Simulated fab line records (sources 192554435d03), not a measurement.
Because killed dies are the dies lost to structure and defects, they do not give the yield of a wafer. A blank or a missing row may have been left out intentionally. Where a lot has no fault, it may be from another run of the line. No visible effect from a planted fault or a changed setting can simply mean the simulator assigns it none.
fab line records	flow n5_finfet
record: lots: 9	wafers: 27	last_day: 20
route steps=1938 shown BEOL_M4@1111 BEOL_M9@1440 PASSIVATION@1905
lots that met no fault: taken from a fault-free run of the same line
start_h: start of the lot's first displayed wafer, in hours after the record's first day	wait_h: how many hours have passed since the lot's step before this one	" identical to the entry in the row above	L1.1+2: a single row standing in for several wafers	- value missing, or start not given	* or withheld: withheld	< > ~ a bound
route shown NAME@n: names a module that has steps shown in the file, with the first one's number in the route	usual: the fault-free wafers' mean and standard deviation	same: alike in all rows	chamber/n: place in a boat	sites: per-site readings	_std_site: the standard deviation of these	_edge_site: the outer-site mean with the inner-site mean subtracted	radius_mm: how far each site lies from the wafer's centre	mask NAME#n: copy n	behind: the most recent tool/chamber to have shaped the wafer	hold: the reason the lot was held/the length of the hold in hours/how it ended	device: the transistor (n, p or np) that didn't switch	end of line: at the end of the route, the tests of the same wafers	where a step has no rows: the recipe by itself	killed: at the first sort, the dies lost to defects and structure; wafer yield is something else	map: per-die view of a wafer (x killed, . not killed, _ where there is no die)
set.NAME: the setting the step ran with; set.NAME@STEP: the setting that earlier step ran with	model.NAME: the simulator's own value behind a step, which no gauge read
one table for each step of the route and one row for each wafer, over a sample of lots
services: from which hour (start_h, from the record's first day; less than 0 if before it) a tool's chamber was out of use, for how many hours, and why
== steps ==
step: N5_BEOL_M4_RC_MEAS_101
usual: DIBL_N: 36.6/1.1	DIBL_P: 36.8/1.6	IOFF_N: 0.169/0.024	IOFF_P: 0.206/0.028	ION_N: 679/9.2	ION_P: 462/7	SS_N: 71.6/0.57	SS_P: 73.3/0.57	VT_N: 248.8/2.4	VT_P: -251/3
lot.wafer	tool	chamber	start_h	wait_h	DIBL_N[mV/V]	DIBL_P[mV/V]	IOFF_N[nA/um]	IOFF_P[nA/um]	ION_N[uA/um]	ION_P[uA/um]	SS_N[mV/dec]	SS_P[mV/dec]	VT_N[mV]	VT_P[mV]
L381.1	prober-02	0	193.26	0.0	36.5	36.2	0.161	0.177	674	462	70.6	73.1	248.3	-256
L381.4	"	0	"	"	36.5	36.3	0.161	0.175	688	460	71.0	73.1	249.3	-255
L381.6	"	0	"	"	34.9	33.7	0.131	0.148	659	453	70.3	72.7	254.6	-258
L385.1	prober-02	0	229.51	0.0	36.5	39.0	0.202	0.228	691	468	72.6	74.4	246.6	-251
L385.4	"	0	"	"	36.4	39.1	0.185	0.222	682	463	72.5	73.7	250.5	-251
L385.6	"	0	"	"	37.8	39.4	0.219	0.236	681	461	72.2	74.2	246.0	-254
L389.1	prober-01	0	255.04	0.0	36.8	37.0	0.172	0.218	672	463	72.4	73.1	249.1	-250
L389.5	"	0	"	"	36.6	37.1	0.165	0.223	676	462	71.9	73.4	246.9	-251
L389.6	"	0	"	"	36.8	37.6	0.181	0.231	693	468	71.9	72.8	246.2	-251
L392.3	prober-01	0	264.19	0.3	36.8	36.2	0.164	0.212	688	469	71.3	73.0	247.4	-251
L392.4	"	0	"	"	38.2	37.8	0.193	0.240	694	473	71.7	74.0	246.7	-249
L392.5	"	0	"	"	36.5	35.4	0.152	0.204	671	458	71.6	73.1	248.8	-250
L393.1	prober-02	0	265.58	0.0	37.6	37.7	0.163	0.228	664	462	72.5	73.2	249.0	-248
L393.4	"	0	"	"	38.2	38.5	0.178	0.236	679	469	71.9	73.2	251.6	-249
L393.5	"	0	"	"	37.5	37.5	0.157	0.213	682	466	71.6	73.4	249.4	-248
L396.3	prober-02	0	278.14	0.3	35.7	36.9	0.147	0.177	676	460	71.2	73.3	253.7	-254
L396.4	"	0	"	"	34.5	35.6	0.123	0.160	658	450	70.6	73.3	254.6	-257
L396.6	"	0	"	"	37.8	39.1	0.188	0.206	668	453	71.7	73.9	247.8	-254
L402.1	prober-02	0	339.08	0.0	35.1	35.8	0.150	0.162	672	450	71.7	73.1	249.1	-257
L402.3	"	0	"	"	35.8	37.0	0.165	0.175	675	447	71.1	73.6	247.9	-255
L402.6	"	0	"	"	36.7	37.9	0.179	0.186	685	456	71.0	74.1	247.0	-256
L403.2	prober-02	0	345.26	0.2	36.8	37.4	0.157	0.196	682	465	71.2	73.6	246.8	-251
L403.4	"	0	"	"	36.5	37.5	0.155	0.204	679	466	71.1	73.1	249.0	-252
L403.6	"	0	"	"	36.8	36.6	0.149	0.186	683	461	71.4	73.7	248.1	-251
L404.1	prober-02	0	349.03	0.0	35.9	36.9	0.140	0.171	673	455	70.7	72.8	255.4	-252
L404.2	"	0	"	"	36.3	37.3	0.143	0.179	675	460	71.4	72.9	252.2	-253
L404.5	"	0	"	"	37.0	38.6	0.157	0.190	675	461	71.6	72.7	250.8	-252
step: N5_BEOL_M9_ETCH_66
recipe: chemistry: N2/H2	target: SOC	target_depth_a: 800	overetch_a: 160	mask_material: SiARC	temp_c: 40	time_s: 120	ion_energy_ev: 200	pressure_mtorr: 30	source_w: 840	bias_w: 150	n2_flow_sccm: 200	h2_flow_sccm: 200
usual: drypump_motor_current_A: 5.8/0.55	oes_product_au: 0.61/0.048	rf_vpp_V: 523.8/2.5	showerhead_plenum_p_Torr: 2.54/0.082	throttle_valve_pct: 17.69/0.17
lot.wafer	tool	chamber	start_h	wait_h	drypump_motor_current_A	oes_product_au	rf_hours_counter_h	rf_vpp_V	showerhead_plenum_p_Torr	throttle_valve_pct
L381.1	rie_diel-02	2	246.66	0.0	6.1	0.61	85	525.0	2.57	17.84
L381.4	"	0	"	"	5.8	0.62	112	523.1	2.55	17.37
L381.6	"	2	"	"	6.1	0.61	-	524.7	2.57	17.83
L385.1	rie_diel-05	0	273.66	0.0	5.1	0.57	185	526.2	2.64	17.66
L385.4	"	0	"	"	5.1	0.57	-	526.9	2.64	17.69
L385.6	"	3	"	"	5.8	0.56	-	525.9	2.65	17.54
L389.1	rie_diel-05	1	307.43	0.0	6.0	0.56	190	524.3	2.51	17.47
L389.5	"	1	"	"	6.0	0.56	-	522.6	2.51	17.48
L389.6	"	0	"	"	5.0	0.57	-	526.9	2.64	17.67
L392.3	rie_diel-02	2	316.12	0.0	6.1	0.59	107	524.6	2.56	17.87
L392.4	"	3	"	"	4.7	0.60	103	521.7	2.46	17.59
L392.5	"	1	"	"	6.4	0.63	-	528.3	2.69	17.80
L393.1	rie_diel-05	0	316.35	0.0	5.1	0.57	194	527.0	2.64	17.66
L393.4	"	1	"	"	6.0	0.55	191	524.7	2.51	17.50
L393.5	"	3	"	"	5.8	0.55	-	527.1	2.64	17.57
L396.3	rie_diel-02	3	322.27	0.0	4.7	0.59	105	522.3	2.46	17.58
L396.4	"	2	"	"	6.1	0.59	109	524.0	2.56	17.88
L396.6	"	2	"	"	6.1	0.59	-	524.8	2.56	17.87
L402.1	rie_diel-02	0	381.80	0.0	5.8	0.58	152	523.3	2.54	17.44
L402.3	"	3	"	"	4.7	0.56	125	522.3	2.45	17.60
L402.6	"	2	"	"	6.1	0.58	-	525.3	2.55	17.91
L403.2	rie_diel-02	1	385.61	0.0	6.4	0.60	93	528.7	2.68	17.84
L403.4	"	2	"	"	6.1	0.56	131	525.6	2.55	17.89
L403.6	"	1	"	"	6.4	0.61	-	528.0	2.68	17.85
L404.1	rie_diel-05	2	400.17	0.0	5.3	0.63	90	522.1	2.47	17.73
L404.2	"	3	"	"	5.8	0.55	209	526.7	2.63	17.59
L404.5	"	2	"	"	5.3	0.64	-	520.3	2.47	17.74
step: N5_PASSIVATION_CD_MEAS_30
recipe: target_cd_nm: 4000	landing_energy_ev: 500	detector: se_inlens	polarity: opening
usual: cd_nm: 4000.0/1.6
lot.wafer	tool	chamber	start_h	wait_h	cd_nm
L381.1	cd_sem-02	0	305.88	-	4002.5
L381.4	"	0	"	"	4002.8
L381.6	"	0	"	"	4000.3
L385.1	cd_sem-03	0	333.40	-	3998.8
L385.4	"	0	"	"	3997.9
L385.6	"	0	"	"	3998.6
L389.1	cd_sem-02	0	357.50	-	4000.9
L389.5	"	0	"	"	3999.2
L389.6	"	0	"	"	3999.4
L393.1	cd_sem-02	0	371.01	-	3998.7
L393.4	"	0	"	"	3998.3
L393.5	"	0	"	"	3999.2
L396.3	cd_sem-03	0	375.31	-	4001.4
L396.4	"	0	"	"	4000.1
L396.6	"	0	"	"	3999.8
L392.3	cd_sem-03	0	377.79	-	4002.1
L392.4	"	0	"	"	4002.3
L392.5	"	0	"	"	4002.9
L403.2	cd_sem-01	0	437.02	-	3999.7
L403.4	"	0	"	"	3999.7
L403.6	"	0	"	"	4001.8
L402.1	cd_sem-03	0	437.49	-	3998.5
L402.3	"	0	"	"	4000.3
L402.6	"	0	"	"	3998.0
L404.1	cd_sem-02	0	463.39	-	3998.7
L404.2	"	0	"	"	3999.0
L404.5	"	0	"	"	3999.4
step: N5_PASSIVATION_CD_MEAS_44
recipe: target_cd_nm: 40000	landing_energy_ev: 500	detector: se_inlens
usual: cd_nm: 40000/3.3
lot.wafer	tool	chamber	start_h	wait_h	cd_nm
L381.1	cd_sem-02	0	307.62	-	39997
L381.4	"	0	"	"	39999
L381.6	"	0	"	"	39999
L385.1	cd_sem-03	0	335.67	-	40001
L385.4	"	0	"	"	40001
L385.6	"	0	"	"	40000
L389.1	cd_sem-01	0	359.92	-	39999
L389.5	"	0	"	"	40002
L389.6	"	0	"	"	39998
L393.1	cd_sem-02	0	373.45	-	39995
L393.4	"	0	"	"	39997
L393.5	"	0	"	"	39994
L396.3	cd_sem-03	0	377.05	-	39999
L396.4	"	0	"	"	40001
L396.6	"	0	"	"	40000
L392.3	cd_sem-03	0	379.53	-	40001
L392.4	"	0	"	"	39997
L392.5	"	0	"	"	40002
L403.2	cd_sem-02	0	439.01	-	40003
L403.4	"	0	"	"	40002
L403.6	"	0	"	"	40003
L402.1	cd_sem-02	0	439.42	-	40003
L402.3	"	0	"	"	40005
L402.6	"	0	"	"	40000
L404.1	cd_sem-01	0	465.29	-	40000
L404.2	"	0	"	"	39999
L404.5	"	0	"	"	40003
step: N5_PASSIVATION_PASS_ETCH_47
recipe: chemistry: CF4/O2	target: SiNx	target_depth_a: 7700	time_s: 385	ion_energy_ev: 100	pressure_mtorr: 40	source_w: 535	bias_w: 49	Ar_flow_sccm: 100	cf4_flow_sccm: 100	O2_flow_sccm: 10
usual: cf4_flow_sccm: 100.0/0.31	drypump_motor_current_A: 5.6/0.52	oes_product_au: 0.82/0.068	rf_vpp_V: 241.7/2.6	showerhead_plenum_p_Torr: 2.25/0.078	throttle_valve_pct: 15.83/0.13
lot.wafer	tool	chamber	start_h	wait_h	cf4_flow_sccm	drypump_motor_current_A	oes_product_au	rf_hours_counter_h	rf_vpp_V	showerhead_plenum_p_Torr	throttle_valve_pct
L381.1	rie_diel-03	3	307.80	0.0	100.1	4.8	0.69	244	242.1	2.26	16.25
L381.4	"	2	"	"	100.1	5.3	0.69	248	238.7	2.09	16.11
L381.6	"	2	"	"	99.8	5.3	0.70	-	238.5	2.09	16.12
L385.1	rie_diel-04	1	336.11	0.0	99.8	5.1	0.82	71	242.0	2.32	15.57
L385.4	"	0	"	"	99.8	5.3	0.81	99	246.3	2.14	15.81
L385.6	"	2	"	"	100.1	6.1	0.74	-	237.4	2.20	15.75
L389.1	rie_diel-03	3	360.05	0.0	100.0	4.9	1.01	2	242.8	2.26	15.74
L389.5	"	2	"	"	100.4	5.3	0.95	-	239.9	2.35	15.64
L389.6	"	1	"	"	99.6	6.4	0.79	-	244.6	2.30	15.89
L393.1	rie_diel-03	1	373.58	0.0	100.3	6.5	0.78	132	243.4	2.30	15.93
L393.4	"	2	"	"	100.5	5.3	0.94	17	241.9	2.34	15.65
L393.5	"	0	"	"	99.6	5.5	0.86	-	239.0	2.15	15.62
L396.3	rie_diel-01	1	377.17	0.0	99.9	5.1	0.80	105	244.2	2.31	15.90
L396.4	"	2	"	"	99.9	5.3	0.82	90	242.5	2.32	15.82
L396.6	"	3	"	"	100.2	6.3	0.80	-	237.3	2.14	15.95
L392.3	rie_diel-04	1	379.70	0.0	100.0	5.0	0.80	84	241.5	2.31	15.59
L392.4	"	0	"	"	100.2	5.4	0.80	113	248.4	2.13	15.84
L392.5	"	0	"	"	100.4	5.3	0.80	-	246.1	2.13	15.84
L403.2	rie_diel-03	0	439.13	0.0	99.8	5.5	0.83	91	239.9	2.14	15.68
L403.4	"	3	"	"	100.1	4.8	0.93	28	242.0	2.25	15.81
L403.6	"	0	"	"	99.7	5.5	0.83	-	239.3	2.14	15.67
L402.1	rie_diel-01	2	439.54	0.0	99.9	5.3	0.79	111	241.7	2.31	15.84
L402.3	"	0	"	"	100.1	5.8	0.73	181	241.8	2.19	15.92
L402.6	"	2	"	"	100.0	5.3	0.78	-	241.9	2.31	15.86
L404.1	rie_diel-04	3	465.47	0.0	100.9	6.0	0.82	93	242.3	2.31	15.95
L404.2	"	1	"	"	100.1	5.0	0.77	112	241.9	2.30	15.65
L404.5	"	0	"	"	100.7	5.3	0.77	-	245.8	2.12	15.91
step: N5_PASSIVATION_PROBE_49
usual: defect_limited_yield: 91.1/1.5	killed_at_M0_to_M3: 36/11	killed_at_M4_up: 14/5.6	killed_at_contacts: 11/5.6	killed_at_front_end: 40/12	killed_at_other: 4/3.2	killed_dies: 105/17	killed_on_rim: 14/3.4	killed_open: 69/12	killed_short: 34/8.4	sort_bin_5_function: 5.2/0.95	sort_bin_6_memory: 3.3/0.63	sort_n_pass: 1075/17	sort_yield_pct: 91.1/1.5
same: gross_dies: 1180	killed_at_back_side: 0	sort_bin_4_leakage[%]: 0	sort_bin_8_speed[%]: 0
lot.wafer	tool	chamber	start_h	wait_h	defect_limited_yield[%]	killed_at_M0_to_M3	killed_at_M4_up	killed_at_contacts	killed_at_front_end	killed_at_other	killed_dies	killed_on_rim	killed_open	killed_short	sort_bin_5_function[%]	sort_bin_6_memory[%]	sort_n_pass	sort_yield_pct[%]
L385.1	prober-01	-	339.11	0.0	93.5	21	6	10	39	1	77	8	46	31	4.3	1.9	1103	93.5
L385.4	prober-01	-	339.26	0.2	92.2	32	9	2	47	2	92	13	53	39	4.2	3.1	1088	92.2
L385.6	prober-01	-	339.36	0.3	93.2	22	9	6	38	5	80	8	60	20	4.0	2.6	1100	93.2
L389.1	prober-02	-	363.07	0.0	88.8	46	26	12	42	6	132	18	96	34	7.0	3.6	1048	88.8
L389.5	prober-02	-	363.27	0.2	92.2	34	23	7	23	5	92	16	64	27	4.9	2.8	1088	92.2
L389.6	prober-02	-	363.32	0.3	88.3	50	20	11	55	2	138	14	95	42	6.7	4.3	1042	88.3
L393.1	prober-02	-	376.69	0.0	90.6	43	13	3	48	4	111	13	72	38	5.3	3.6	1069	90.6
L393.4	prober-02	-	376.84	0.2	90.9	22	17	23	39	6	107	20	63	40	6.0	2.8	1073	90.9
L393.5	prober-02	-	376.89	0.2	93.1	26	7	8	36	5	82	8	58	22	4.2	2.6	1098	93.1
L392.3	prober-01	-	383.49	0.1	89.0	60	11	8	47	4	130	14	95	31	6.0	4.1	1050	89.0
L392.4	prober-01	-	383.54	0.2	91.4	34	6	19	37	6	102	16	71	31	5.4	2.9	1078	91.4
L392.5	prober-01	-	383.59	0.2	91.3	48	8	8	35	4	103	14	71	31	6.0	2.6	1077	91.3
L402.1	prober-02	-	443.28	0.0	92.2	27	21	20	23	1	92	16	74	18	5.1	2.7	1088	92.2
L402.3	prober-02	-	443.38	0.1	54.9	28	455	15	33	1	532	33	56	27	41.7	3.1	648	54.9
L402.6	prober-02	-	443.53	0.3	87.9	43	22	20	49	9	143	14	97	46	7.5	4.3	1037	87.9
L403.2	prober-01	-	443.33	0.1	90.6	38	15	13	44	1	111	16	68	42	5.2	3.9	1069	90.6
L403.4	prober-01	-	443.43	0.2	71.8	41	204	30	56	2	333	29	90	47	23.1	4.8	847	71.8
L403.6	prober-01	-	443.53	0.3	89.7	48	11	5	58	0	122	20	82	34	5.8	3.6	1058	89.7
killed by level:class
L385.1 FIN_SAQP:geometric_particle:short=14 BEOL_M2:geometric_particle:open=11 MOL_CONTACT_COAG:geometric_particle:open=10 GATE_CUT:geometric_particle:short=7 FIN_SAQP:geometric_particle:open=5 BEOL_M0_SAQP:geometric_particle:short=4 STARTING-WAFER:geometric_particle:open=4 STI_FIN_REVEAL:geometric_particle:open=3
L385.4 BEOL_M2:geometric_particle:open=14 FIN_SAQP:geometric_particle:open=10 FIN_SAQP:geometric_particle:short=10 STI_FIN_REVEAL:geometric_particle:open=6 BEOL_M2:geometric_particle:short=5 DUMMY_GATE:geometric_particle:open=4 GATE_CUT:geometric_particle:short=4 STARTING-WAFER:geometric_particle:short=4
L385.6 BEOL_M2:geometric_particle:open=8 FIN_SAQP:geometric_particle:open=7 STI_FIN_REVEAL:geometric_particle:open=7 GATE_CUT:geometric_particle:short=7 MOL_CONTACT_COAG:geometric_particle:open=6 BEOL_M1:geometric_particle:open=6 FIN_SAQP:geometric_particle:short=3 DUMMY_GATE:geometric_particle:open=3
L389.1 BEOL_M4:geometric_particle:open=15 BEOL_M0_SAQP:geometric_particle:open=12 MOL_CONTACT_COAG:geometric_particle:open=11 FIN_SAQP:geometric_particle:open=10 STI_FIN_REVEAL:geometric_particle:open=10 BEOL_M0_SAQP:geometric_particle:short=9 BEOL_M1:geometric_particle:open=8 BEOL_M3:geometric_particle:open=7
L389.5 BEOL_M4:geometric_particle:open=13 BEOL_M2:geometric_particle:open=8 MOL_CONTACT_COAG:geometric_particle:open=7 BEOL_M0_SAQP:geometric_particle:short=7 BEOL_M0_SAQP:geometric_particle:open=7 BEOL_M1:geometric_particle:open=7 FIN_SAQP:geometric_particle:open=5 FIN_SAQP:geometric_particle:short=3
L389.6 STI_FIN_REVEAL:geometric_particle:open=23 FIN_SAQP:geometric_particle:open=13 BEOL_M0_SAQP:geometric_particle:short=13 MOL_CONTACT_COAG:geometric_particle:open=9 BEOL_M4:geometric_particle:open=9 BEOL_M0_SAQP:geometric_particle:open=8 BEOL_M1:geometric_particle:open=6 BEOL_M3:geometric_particle:open=6
L393.1 BEOL_M0_SAQP:geometric_particle:open=14 STI_FIN_REVEAL:geometric_particle:open=13 BEOL_M0_SAQP:geometric_particle:short=11 BEOL_M2:geometric_particle:open=8 FIN_SAQP:geometric_particle:open=7 FIN_SAQP:geometric_particle:short=7 STI_FIN_REVEAL:geometric_particle:short=4 BEOL_M3:geometric_particle:open=4
L393.4 MOL_CONTACT_COAG:geometric_particle:open=17 BEOL_M4:geometric_particle:open=9 FIN_SAQP:geometric_particle:short=8 STI_FIN_REVEAL:geometric_particle:open=6 MOL_CONTACT_COAG:geometric_particle:short=6 BEOL_M0_SAQP:geometric_particle:short=6 BEOL_M0_SAQP:geometric_particle:open=6 BEOL_M3:geometric_particle:open=6
L393.5 STI_FIN_REVEAL:geometric_particle:open=12 MOL_CONTACT_COAG:geometric_particle:open=8 BEOL_M0_SAQP:geometric_particle:open=8 BEOL_M2:geometric_particle:open=8 DUMMY_GATE:geometric_particle:open=6 ILD0:geometric_particle:short=4 GATE_CUT:geometric_particle:short=3 BEOL_M0_SAQP:geometric_particle:short=3
L392.3 BEOL_M2:geometric_particle:open=14 FIN_SAQP:geometric_particle:open=12 BEOL_M1:geometric_particle:open=10 STI_FIN_REVEAL:geometric_particle:open=9 BEOL_M0_SAQP:geometric_particle:open=9 BEOL_M0:geometric_particle:open=9 MOL_CONTACT_COAG:geometric_particle:open=8 FIN_SAQP:geometric_particle:short=7
L392.4 MOL_CONTACT_COAG:geometric_particle:open=14 STI_FIN_REVEAL:geometric_particle:open=12 FIN_SAQP:geometric_particle:open=8 BEOL_M2:geometric_particle:open=8 BEOL_M0:geometric_particle:open=6 MOL_CONTACT_COAG:geometric_particle:short=5 BEOL_M3:geometric_particle:open=5 BEOL_M1:geometric_particle:open=4
L392.5 FIN_SAQP:geometric_particle:open=10 BEOL_M3:geometric_particle:open=10 BEOL_M0:geometric_particle:open=8 BEOL_M1:geometric_particle:open=7 MOL_CONTACT_COAG:geometric_particle:open=7 BEOL_M2:geometric_particle:open=7 FIN_SAQP:geometric_particle:short=5 BEOL_M0:geometric_particle:short=4
L402.1 MOL_CONTACT_COAG:geometric_particle:open=18 BEOL_M4:geometric_particle:open=17 BEOL_M2:geometric_particle:open=12 DUMMY_GATE:geometric_particle:open=7 FIN_SAQP:geometric_particle:short=6 BEOL_M0:geometric_particle:open=4 FIN_SAQP:geometric_particle:open=3 BEOL_M3:geometric_particle:open=3
L403.2 BEOL_M0_SAQP:geometric_particle:short=17 STI_FIN_REVEAL:geometric_particle:open=14 MOL_CONTACT_COAG:geometric_particle:open=11 BEOL_M4:geometric_particle:open=8 FIN_SAQP:geometric_particle:open=7 BEOL_M2:geometric_particle:open=7 FIN_SAQP:geometric_particle:short=6 STI_FIN_REVEAL:geometric_particle:short=5
L402.3 BEOL_M9:area_etch=449 MOL_CONTACT_COAG:geometric_particle:open=12 BEOL_M2:geometric_particle:open=9 STI_FIN_REVEAL:geometric_particle:open=7 BEOL_M0_SAQP:geometric_particle:open=6 STARTING-WAFER:geometric_particle:short=5 FIN_SAQP:geometric_particle:short=4 DUMMY_GATE:geometric_particle:open=4
L403.4 BEOL_M9:area_etch=193 MOL_CONTACT_COAG:geometric_particle:open=27 FIN_SAQP:geometric_particle:short=14 FIN_SAQP:geometric_particle:open=12 STI_FIN_REVEAL:geometric_particle:open=11 BEOL_M0_SAQP:geometric_particle:short=7 BEOL_M1:geometric_particle:open=7 BEOL_M3:geometric_particle:open=6
L403.6 FIN_SAQP:geometric_particle:open=21 FIN_SAQP:geometric_particle:short=14 BEOL_M0_SAQP:geometric_particle:open=14 BEOL_M0_SAQP:geometric_particle:short=9 STI_FIN_REVEAL:geometric_particle:open=7 BEOL_M1:geometric_particle:open=7 BEOL_M0:geometric_particle:open=6 BEOL_M2:geometric_particle:open=6
L402.6 BEOL_M4:geometric_particle:open=17 MOL_CONTACT_COAG:geometric_particle:open=16 BEOL_M2:geometric_particle:open=13 STI_FIN_REVEAL:geometric_particle:open=11 FIN_SAQP:geometric_particle:short=10 DUMMY_GATE:geometric_particle:open=8 BEOL_M2:geometric_particle:short=8 GATE_CUT:geometric_particle:short=7
== services ==
tool	chamber	start_h	hours	kind
rie_diel-01	0	264.71	3.7	repair
rie_diel-05	1	268.62	5.2	repair
rie_diel-04	1	294.03	23.1	repair
rie_diel-05	0	295.90	7.5	repair
rie_diel-02	-	306.21	0.9	repair
rie_diel-05	-	311.94	4.3	pm
rie_diel-03	2	313.71	-	clean
rie_diel-03	2	313.71	-	consumable_replace:focus_ring
rie_diel-03	2	313.71	-	consumable_replace:showerhead
rie_diel-03	2	313.71	17.9	scheduled_down
rie_diel-03	2	313.71	17.9	vent_cycle
rie_diel-03	3	331.61	-	clean
rie_diel-03	3	331.61	-	consumable_replace:focus_ring
rie_diel-03	3	331.61	20.4	scheduled_down
rie_diel-03	3	331.61	20.4	vent_cycle
rie_diel-05	-	332.69	0.7	repair
rie_diel-03	-	353.27	4.3	pm
rie_diel-02	2	401.27	1.5	repair
rie_diel-05	3	426.73	15.0	repair
rie_diel-02	0	427.45	2.2	repair
== key ==
first_sign: step: N5_PASSIVATION_PROBE_49	reading: killed_at_M4_up	direction: up	sigmas: 56	usual: 14	struck: 330
effect: step: N5_PASSIVATION_PROBE_49	reading: sort_bin_5_function	direction: up	sigmas: 29	usual: 5.2	struck: 32.4
more_kills_born_at: N5_BEOL_M9_ETCH_66@rie_diel-02: 642
met_at N5_BEOL_M9_ETCH_66
struck_lots L402,L403
struck_wafers L402.3,L403.4
not_acting_at N5_PASSIVATION_CD_MEAS_30,N5_PASSIVATION_CD_MEAS_44,N5_PASSIVATION_PASS_ETCH_47
onset_between 322.27 381.80
fault: kind: process_parameter_drift	tool: rie_diel-02	chamber: -	onset_h: 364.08	steps: N5_BEOL_M9_ETCH_66	channel: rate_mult	offset: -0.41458	shape: step	end_h: 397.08	scope: struck_wafers_only
